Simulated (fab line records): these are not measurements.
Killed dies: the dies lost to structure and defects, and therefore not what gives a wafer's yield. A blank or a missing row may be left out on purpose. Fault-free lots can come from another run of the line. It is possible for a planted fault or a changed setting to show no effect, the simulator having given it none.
fab line records ; flow nandHarc
record lots=14; wafers=42; lastDay=33
route steps=1302 shown P_BONDPAD@374 A_START@389 A_ONON_D1@444 A_CHANNEL_HOLE_D1@470 END@1302
lots that met no fault: from a run of the same line without faults
startH: hours from the record's first day to the start of the lot's first wafer shown ; waitH: hours elapsed since this lot's preceding step ; " repeats the value in the row above ; L1.1+2: one row covering several wafers at once ; - no value, or no start given ; * or withheld: withheld ; < > ~ a bound
route shown NAME@n: names a module that has steps shown in the file, with the first one's number in the route ; usual: mean and standard deviation over wafers with no fault ; same: alike in all rows ; chamber/n: place in a boat ; sites: readings site by site ; _std_site: the standard deviation of these ; _edge_site: mean of outer sites minus mean of inner sites ; radiusMm: how far each site lies from the wafer's centre ; mask NAME#n: copy n ; behind: tool/chamber where the wafer was last shaped ; hold: why the lot was held/for how many hours/how that ended ; device: which transistor (n, p or np) failed to switch ; end of line: tests of these same wafers at the route's end ; a step without rows: its recipe alone ; killed: the dies lost at the first sort to structure and to defects; this is not the yield of the wafer ; map: shows each die of a wafer: x if killed, . if not, _ if none is there
set.NAME: the setting as run; set.NAME@STEP: as run at that earlier step ; model.NAME: the simulator's own value behind a step, which no gauge read
a sample of lots followed through the steps of the route, with each step as a table and each wafer as a row
services: the hour from which a tool's chamber was out of use, counted from the record's first day as startH (under 0 if before that day), plus the number of hours and why
## steps
# step NHARC_P_BONDPAD_DEGAS_25
# recipe tempC=300; timeS=60
# usual heaterPowerW=473/48
lot.wafer;tool;chamber;startH;waitH;heaterPowerW
L776.2;pvdSputter-03;-;151.35;-;417
L776.6;pvdSputter-03;-;151.35;-;452
L776.5;pvdSputter-03;-;151.35;-;432
L779.3;pvdSputter-01;-;183.30;-;526
L779.4;pvdSputter-01;-;183.30;-;456
L779.6;pvdSputter-01;-;183.30;-;441
L780.3;pvdSputter-02;-;184.37;-;505
L780.1;pvdSputter-02;-;184.37;-;534
L780.2;pvdSputter-02;-;184.37;-;514
L782.2;pvdSputter-02;-;210.85;-;512
L782.3;pvdSputter-02;-;210.85;-;489
L782.5;pvdSputter-02;-;210.85;-;525
L783.1;pvdSputter-02;-;213.88;-;492
L783.2;pvdSputter-02;-;213.88;-;526
L783.5;pvdSputter-02;-;213.88;-;547
L784.4;pvdSputter-03;-;234.15;-;423
L784.2;pvdSputter-03;-;234.15;-;450
L784.5;pvdSputter-03;-;234.15;-;413
L786.4;pvdSputter-03;-;250.21;-;445
L786.1;pvdSputter-03;-;250.21;-;428
L786.2;pvdSputter-03;-;250.21;-;524
L787.1;pvdSputter-02;-;254.06;-;522
L787.3;pvdSputter-02;-;254.06;-;545
L787.4;pvdSputter-02;-;254.06;-;518
L792.2;pvdSputter-03;-;314.60;-;450
L792.1;pvdSputter-03;-;314.60;-;415
L792.3;pvdSputter-03;-;314.60;-;416
L794.3;pvdSputter-02;-;329.60;-;564
L794.2;pvdSputter-02;-;329.60;-;478
L794.6;pvdSputter-02;-;329.60;-;563
L796.3;pvdSputter-01;-;351.22;-;432
L796.6;pvdSputter-01;-;351.22;-;429
L796.5;pvdSputter-01;-;351.22;-;468
L795.4;pvdSputter-01;-;351.58;-;479
L795.3;pvdSputter-01;-;351.58;-;429
L795.1;pvdSputter-01;-;351.58;-;466
L797.3;pvdSputter-02;-;353.28;-;496
L797.4;pvdSputter-02;-;353.28;-;482
L797.2;pvdSputter-02;-;353.28;-;548
L798.2;pvdSputter-03;-;365.85;-;435
L798.1;pvdSputter-03;-;365.85;-;512
L798.5;pvdSputter-03;-;365.85;-;436
# step NHARC_A_START_INSPECT_01
# usual rawDefectCount=3.5/2
lot.wafer;tool;chamber;startH;waitH;rawDefectCount
L776.2;defectInspect-02;-;153.41;-;3
L776.5;defectInspect-02;-;153.41;-;3
L776.6;defectInspect-02;-;153.41;-;4
L779.3;defectInspect-01;-;185.54;-;3
L779.4;defectInspect-01;-;185.54;-;2
L779.6;defectInspect-01;-;185.54;-;5
L780.1;defectInspect-02;-;186.73;-;1
L780.2;defectInspect-02;-;186.73;-;4
L780.3;defectInspect-02;-;186.73;-;5
L782.2;defectInspect-01;-;213.15;-;4
L782.3;defectInspect-01;-;213.15;-;1
L782.5;defectInspect-01;-;213.15;-;3
L783.1;defectInspect-01;-;215.94;-;5
L783.2;defectInspect-01;-;215.94;-;5
L783.5;defectInspect-01;-;215.94;-;3
L784.2;defectInspect-02;-;236.28;-;2
L784.4;defectInspect-02;-;236.28;-;3
L784.5;defectInspect-02;-;236.28;-;3
L786.1;defectInspect-01;-;252.28;-;4
L786.2;defectInspect-01;-;252.28;-;5
L786.4;defectInspect-01;-;252.28;-;2
L787.1;defectInspect-02;-;256.17;-;7
L787.3;defectInspect-02;-;256.17;-;1
L787.4;defectInspect-02;-;256.17;-;2
L792.1;defectInspect-01;-;316.68;-;3
L792.2;defectInspect-01;-;316.68;-;7
L792.3;defectInspect-01;-;316.68;-;5
L794.2;defectInspect-02;-;331.70;-;5
L794.3;defectInspect-02;-;331.70;-;4
L794.6;defectInspect-02;-;331.70;-;4
L796.3;defectInspect-01;-;353.36;-;0
L796.5;defectInspect-01;-;353.36;-;3
L796.6;defectInspect-01;-;353.36;-;3
L795.1;defectInspect-01;-;353.74;-;4
L795.3;defectInspect-01;-;353.74;-;1
L795.4;defectInspect-01;-;353.74;-;3
L797.2;defectInspect-02;-;355.41;-;1
L797.3;defectInspect-02;-;355.41;-;1
L797.4;defectInspect-02;-;355.41;-;2
L798.1;defectInspect-01;-;367.96;-;2
L798.2;defectInspect-01;-;367.96;-;1
L798.5;defectInspect-01;-;367.96;-;1
# step NHARC_A_ONON_D1_DEP_28
# recipe targetThkA=10000; n2FlowSccm=2750; n2oFlowSccm=2000; nh3FlowSccm=500; sih4FlowSccm=210; tempC=400
# usual n2FlowSccm=2750/8.1; n2oFlowSccm=2000/6; nh3FlowSccm=500.2/1.5
lot.wafer;tool;chamber;startH;waitH;n2FlowSccm;n2oFlowSccm;nh3FlowSccm
L776.2;pecvdOnon-03;0;194.35;0.1;2750;2017;498.0
L776.5;pecvdOnon-03;0;194.35;0.1;2760;1998;501.1
L776.6;pecvdOnon-03;0;194.35;0.1;2756;2014;498.3
L780.1;pecvdOnon-01;0;221.48;0.1;2746;1994;500.9
L780.2;pecvdOnon-01;0;221.48;0.1;2733;1997;500.5
L780.3;pecvdOnon-01;0;221.48;0.1;2757;1997;499.8
L779.3;pecvdOnon-03;0;221.58;0.2;2755;1993;502.7
L779.4;pecvdOnon-03;0;221.58;0.2;2754;1998;498.0
L779.6;pecvdOnon-03;0;221.58;0.2;2759;2010;500.5
L783.1;pecvdOnon-03;0;247.87;0.1;2737;2010;503.0
L783.2;pecvdOnon-03;0;247.87;0.1;2745;2003;500.7
L783.5;pecvdOnon-03;0;247.87;0.1;2752;1997;501.8
L782.2;pecvdOnon-02;0;247.92;0.1;2752;2009;500.9
L782.3;pecvdOnon-02;0;247.92;0.1;2748;1999;501.4
L782.5;pecvdOnon-02;0;247.92;0.1;2759;1992;498.9
L784.2;pecvdOnon-02;-;271.78;0.1;-;-;-
L784.4;pecvdOnon-02;-;271.78;0.1;-;-;-
L784.5;pecvdOnon-02;-;271.78;0.1;-;-;-
L786.1;pecvdOnon-03;-;289.58;0.1;-;-;-
L786.2;pecvdOnon-03;-;289.58;0.1;-;-;-
L786.4;pecvdOnon-03;-;289.58;0.1;-;-;-
L787.1;pecvdOnon-02;-;294.30;0.1;-;-;-
L787.3;pecvdOnon-02;-;294.30;0.1;-;-;-
L787.4;pecvdOnon-02;-;294.30;0.1;-;-;-
L792.1;pecvdOnon-02;0;351.92;0.1;2761;1997;502.7
L792.2;pecvdOnon-02;0;351.92;0.1;2755;1997;500.9
L792.3;pecvdOnon-02;0;351.92;0.1;2765;1994;502.1
L794.2;pecvdOnon-01;0;367.15;0.1;2751;1993;501.4
L794.3;pecvdOnon-01;0;367.15;0.1;2756;1996;499.3
L794.6;pecvdOnon-01;0;367.15;0.1;2756;1990;499.4
L795.1;pecvdOnon-02;0;388.79;0.1;2750;2001;500.1
L795.3;pecvdOnon-02;0;388.79;0.1;2764;1991;501.1
L795.4;pecvdOnon-02;0;388.79;0.1;2737;2002;500.3
L796.3;pecvdOnon-03;0;388.90;0.2;2755;1992;503.0
L796.5;pecvdOnon-03;0;388.90;0.2;2768;1997;499.5
L796.6;pecvdOnon-03;0;388.90;0.2;2760;1995;499.0
L797.2;pecvdOnon-01;0;388.98;0.2;2746;2001;499.7
L797.3;pecvdOnon-01;0;388.98;0.2;2750;2007;498.5
L797.4;pecvdOnon-01;0;388.98;0.2;2750;2001;500.5
L798.1;pecvdOnon-02;0;403.67;0.1;2746;2011;497.6
L798.2;pecvdOnon-02;0;403.67;0.1;2737;2011;500.3
L798.5;pecvdOnon-02;0;403.67;0.1;2737;2008;497.3
# step NHARC_A_CHANNEL_HOLE_D1_CD_MEAS_18
# usual cdNm=100/3.2
lot.wafer;tool;chamber;startH;waitH;cdNm
L776.2;cdSem-01;-;203.24;-;103
L776.5;cdSem-01;-;203.24;-;99
L776.6;cdSem-01;-;203.24;-;100
L780.1;cdSem-03;-;226.51;-;105
L780.2;cdSem-03;-;226.51;-;98
L780.3;cdSem-03;-;226.51;-;98
L779.3;cdSem-02;-;226.76;-;103
L779.4;cdSem-02;-;226.76;-;98
L779.6;cdSem-02;-;226.76;-;98
L783.1;cdSem-02;-;252.98;-;98
L783.2;cdSem-02;-;252.98;-;102
L783.5;cdSem-02;-;252.98;-;99
L782.2;cdSem-02;-;254.45;-;100
L782.3;cdSem-02;-;254.45;-;100
L782.5;cdSem-02;-;254.45;-;99
L792.1;cdSem-02;-;358.29;-;98
L792.2;cdSem-02;-;358.29;-;98
L792.3;cdSem-02;-;358.29;-;92
L794.2;cdSem-02;-;372.35;-;104
L794.3;cdSem-02;-;372.35;-;103
L794.6;cdSem-02;-;372.35;-;102
L795.1;cdSem-02;-;396.09;-;107
L795.3;cdSem-02;-;396.09;-;99
L795.4;cdSem-02;-;396.09;-;104
L797.2;cdSem-03;-;397.92;-;104
L797.3;cdSem-03;-;397.92;-;101
L797.4;cdSem-03;-;397.92;-;110
L796.3;cdSem-01;-;398.37;-;103
L796.5;cdSem-01;-;398.37;-;105
L796.6;cdSem-01;-;398.37;-;102
L798.1;cdSem-03;-;411.26;-;99
L798.2;cdSem-03;-;411.26;-;103
L798.5;cdSem-03;-;411.26;-;105
# step NHARC_END_SORT_01
# recipe tempC=25
# usual killedAtArray=61/24; killedAtOther=1.2/1.3; killedAtPeriphery=3.7/2.6; killedDies=66/23; killedOpen=3.3/1.8; killedShort=2.4/1.6
# same grossDies=677
lot.wafer;tool;chamber;startH;waitH;killedAtArray;killedAtOther;killedAtPeriphery;killedDies;killedOpen;killedShort
L784.2;prober-01;0;657.28;2.8;674;0;3;677;2;3
L784.4;prober-01;0;658.88;3.4;671;3;3;677;2;1
L784.5;prober-01;0;659.68;3.7;672;1;4;677;5;1
L786.1;prober-01;0;679.28;2.5;674;0;3;677;4;3
L786.2;prober-01;0;680.08;2.8;671;0;6;677;6;4
L786.4;prober-01;0;681.68;3.4;671;1;5;677;2;4
L787.1;prober-02;0;679.34;2.5;674;1;2;677;3;1
L787.3;prober-02;0;680.96;3.1;674;2;1;677;6;2
L787.4;prober-02;0;681.77;3.4;672;2;3;677;5;2
# killed by level:class
L784.2 A_ONON_D1:areaDep=618 A_SLIT:chamberFilmFlake=29 A_CHANNEL_HOLE_D2:chamberFilmFlake=13 A_CHANNEL_HOLE_D1:chamberFilmFlake=5 A_DECK1_JOINT:geometricParticle:short=2 P_ZERO_WELL:chamberFilmFlake=2 A_CONTACT:chamberFilmFlake=2 P_M0:geometricParticle:open=1
L784.4 A_ONON_D1:areaDep=614 A_SLIT:chamberFilmFlake=34 A_CHANNEL_HOLE_D2:chamberFilmFlake=16 THIN_TSV:chamberFilmFlake=3 P_STI:chamberFilmFlake=2 A_CHANNEL_HOLE_D1:chamberFilmFlake=2 P_M1:geometricParticle:open=1 A_CHANNEL_FILL_D1:geometricParticle:open=1
L784.5 A_ONON_D1:areaDep=620 A_SLIT:chamberFilmFlake=30 A_CHANNEL_HOLE_D2:chamberFilmFlake=12 A_ZERO_WELL:chamberFilmFlake=3 A_CHANNEL_FILL_D2:geometricParticle:open=2 P_GATE:chamberFilmFlake=2 P_M0:geometricParticle:open=1 A_DECK1_JOINT:geometricParticle:open=1
L786.1 A_ONON_D1:areaDep=585 A_CHANNEL_HOLE_D1:chamberFilmFlake=36 A_SLIT:chamberFilmFlake=32 A_SGD_CUT:chamberFilmFlake=5 A_CHANNEL_HOLE_D2:chamberFilmFlake=4 A_CHANNEL_FILL_D1:geometricParticle:open=2 A_CHANNEL_FILL_D2:chamberFilmFlake=2 A_STAIRCASE:chamberFilmFlake=2
L787.1 A_ONON_D1:areaDep=608 A_CHANNEL_HOLE_D1:chamberFilmFlake=29 A_CHANNEL_HOLE_D2:chamberFilmFlake=18 A_STAIRCASE:chamberFilmFlake=7 A_CONTACT:chamberFilmFlake=5 A_SLIT:chamberFilmFlake=2 P_M0:geometricParticle:open=1 A_CHANNEL_HOLE_D2:geometricParticle:short=1
L786.2 A_ONON_D1:areaDep=589 A_CHANNEL_HOLE_D1:chamberFilmFlake=38 A_SLIT:chamberFilmFlake=27 A_SGD_CUT:chamberFilmFlake=5 P_BONDPAD:chamberFilmFlake=3 A_CHANNEL_HOLE_D1:geometricParticle:short=2 A_WL_FILL:geometricParticle:open=2 A_STAIRCASE:chamberFilmFlake=2
L787.3 A_ONON_D1:areaDep=599 A_CHANNEL_HOLE_D1:chamberFilmFlake=33 A_CHANNEL_HOLE_D2:chamberFilmFlake=19 A_STAIRCASE:chamberFilmFlake=10 A_CHANNEL_HOLE_D1:geometricParticle:open=2 A_CHANNEL_FILL_D1:geometricParticle:short=2 A_CONTACT:chamberFilmFlake=2 A_SLIT:chamberFilmFlake=2
L786.4 A_ONON_D1:areaDep=578 A_CHANNEL_HOLE_D1:chamberFilmFlake=42 A_SLIT:chamberFilmFlake=32 A_SGD_CUT:chamberFilmFlake=4 A_WL_FILL:chamberFilmFlake=4 P_BONDPAD:chamberFilmFlake=3 A_STAIRCASE:chamberFilmFlake=3 A_CHANNEL_FILL_D2:chamberFilmFlake=2
L787.4 A_ONON_D1:areaDep=607 A_CHANNEL_HOLE_D1:chamberFilmFlake=36 A_CHANNEL_HOLE_D2:chamberFilmFlake=11 A_STAIRCASE:chamberFilmFlake=6 A_SLIT:chamberFilmFlake=3 A_M0:geometricParticle:open=2 P_ZERO_WELL:chamberFilmFlake=2 A_CONTACT:chamberFilmFlake=2
## services
tool;chamber;startH;hours;kind
pvdSputter-01;-;134.84;7.9;repair
pvdSputter-03;-;143.54;5.3;repair
pvdSputter-03;-;170.03;10.0;pm
pecvdOnon-02;-;185.14;13.0;pm
pecvdOnon-03;-;217.45;0.2;repair
pvdSputter-03;-;223.56;3.3;repair
pvdSputter-01;-;226.02;10.0;pm
pecvdOnon-03;-;227.42;13.0;pm
pecvdOnon-01;-;269.00;13.0;pm
pvdSputter-02;-;282.00;10.0;pm
pvdSputter-02;-;320.24;2.9;repair
pvdSputter-01;-;342.37;5.3;repair
pvdSputter-03;-;348.03;10.0;pm
pvdSputter-03;-;363.26;1.7;repair
pecvdOnon-02;-;366.14;13.0;pm
pecvdOnon-03;-;390.92;1.4;repair
## key
firstSign step=NHARC_A_ONON_D1_DEP_28; reading=toolRecord; direction=missing
effect step=NHARC_END_SORT_01; reading=killedDies; direction=up; sigmas=27; usual=66; struck=677
moreKillsBornAt NHARC_A_ONON_D1_DEP_28@pecvdOnon-02=3666; NHARC_A_ONON_D1_DEP_28@pecvdOnon-03=1750
metAt NHARC_A_ONON_D1_DEP_28
struckLots L784,L786,L787
laterRowsLeftOut L784.2,L784.4,L784.5,L786.1,L786.2,L786.4,L787.1,L787.3,L787.4
testerLeftOut L784,L786,L787
notActingAt NHARC_P_BONDPAD_DEGAS_25,NHARC_A_START_INSPECT_01,NHARC_A_CHANNEL_HOLE_D1_CD_MEAS_18
onsetBetween 247.92 271.78
fault kind=skippedStepWhole; tool=pecvdOnon-02,pecvdOnon-03; chamber=-; onsetH=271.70; steps=NHARC_A_ONON_D1_DEP_28; scope=struckLotsOnly
# testerLeftOut: of these lots the tester's yield and bins aren't shown, on N5 and GAA mostly nor the transistor test; their killed dies are dies lost to structure and defects alone, not to doping, threshold or leakage, so they don't give the yield
# laterRowsLeftOut: the simulator's readings of these wafers behind a module that went badly wrong aren't trusted and aren't shown, but for the sort
